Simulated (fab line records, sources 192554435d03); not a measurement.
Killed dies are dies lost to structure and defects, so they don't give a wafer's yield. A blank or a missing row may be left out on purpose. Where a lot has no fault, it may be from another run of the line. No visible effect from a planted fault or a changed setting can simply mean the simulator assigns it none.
Chamber matching | flow n5_finfet | rie_diel-05 running N5_HKMG_FIN_DESCUM_17: 4 sister chambers
The step chemistry O2, time 7.9 s. 14 wafers are shown with their chamber, then 7 later ones without.

## WAFERS PAIRED WITH THEIR CHAMBERS
wafer  | chamber | showerhead_plenum_p_Torr (Torr) | throttle_valve_pct (%) | drypump_motor_current_A (A)
L074.1 | 1       | 2.14                            | 19.97                  | 5.9
L074.4 | 1       | 2.14                            | 19.96                  | 5.9
L074.5 | 0       | 2.19                            | 20.36                  | 5.7
L081.1 | 1       | 2.13                            | 19.99                  | 5.9
L081.3 | 3       | 2.05                            | 20.53                  | 5.7
L081.6 | 3       | 2.05                            | 20.52                  | 5.7
L082.2 | 1       | 2.13                            | 20.02                  | 5.9
L082.3 | 3       | 2.05                            | 20.52                  | 5.6
L082.5 | 1       | 2.13                            | 20.00                  | 5.9
L087.2 | 2       | 2.07                            | 20.58                  | 5.8
L087.4 | 0       | 2.18                            | 20.43                  | 5.7
L087.5 | 3       | 2.04                            | 20.55                  | 5.7
L089.3 | 0       | 2.18                            | 20.40                  | 5.7
L089.4 | 3       | 2.04                            | 20.56                  | 5.7

SIGNATURES, as means of the wafers listed above
reading                  | chamber 0 | chamber 1 | chamber 2 | chamber 3 | scatter within a chamber
showerhead_plenum_p_Torr | 2.1833    | 2.1340    | 2.0700    | 2.0460    | 0.00554
throttle_valve_pct       | 20.3967   | 19.9880   | 20.5800   | 20.5360   | 0.0246
drypump_motor_current_A  | 5.700     | 5.900     | 5.800     | 5.680     | 0.0283
Rule: a wafer lies at a distance from a chamber equal to the root of the sum of squares, over the readings, of (its reading less the chamber's mean, divided by the reading's scatter). The wafer belongs to the nearest chamber; if the next one is less than 2 further off, it can't be placed. The scatter: the root of (the sum of the squares of (reading less its chamber's mean) over the shown wafers, divided by (wafers less chambers)).

## WAFERS WITHOUT THEIR CHAMBER
wafer  | showerhead_plenum_p_Torr (Torr) | throttle_valve_pct (%) | drypump_motor_current_A (A)
L089.5 | 2.13                            | 20.02                  | 6.0
L094.1 | 2.12                            | 20.04                  | 5.9
L094.2 | 2.04                            | 20.57                  | 5.6
L094.3 | 2.06                            | 20.20                  | 5.8
L095.2 | 2.12                            | 20.05                  | 5.9
L095.4 | 2.17                            | 20.45                  | 5.7
L095.6 | 2.06                            | 20.19                  | 5.8

## WHICH CHAMBER EACH WENT THROUGH
wafer  | from the rows above          | in truth
L089.5 | 1                            | 1
L094.1 | 1                            | 1
L094.2 | 3                            | 3
L094.3 | can't be placed: 3 or 2 or 1 | 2
L095.2 | 1                            | 1
L095.4 | 0                            | 0
L095.6 | can't be placed: 3 or 2 or 1 | 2
Correct placement for 5 of the 7. These rows do not allow placing 2 (true chamber among the candidates in 2). Placed wrongly: 0.
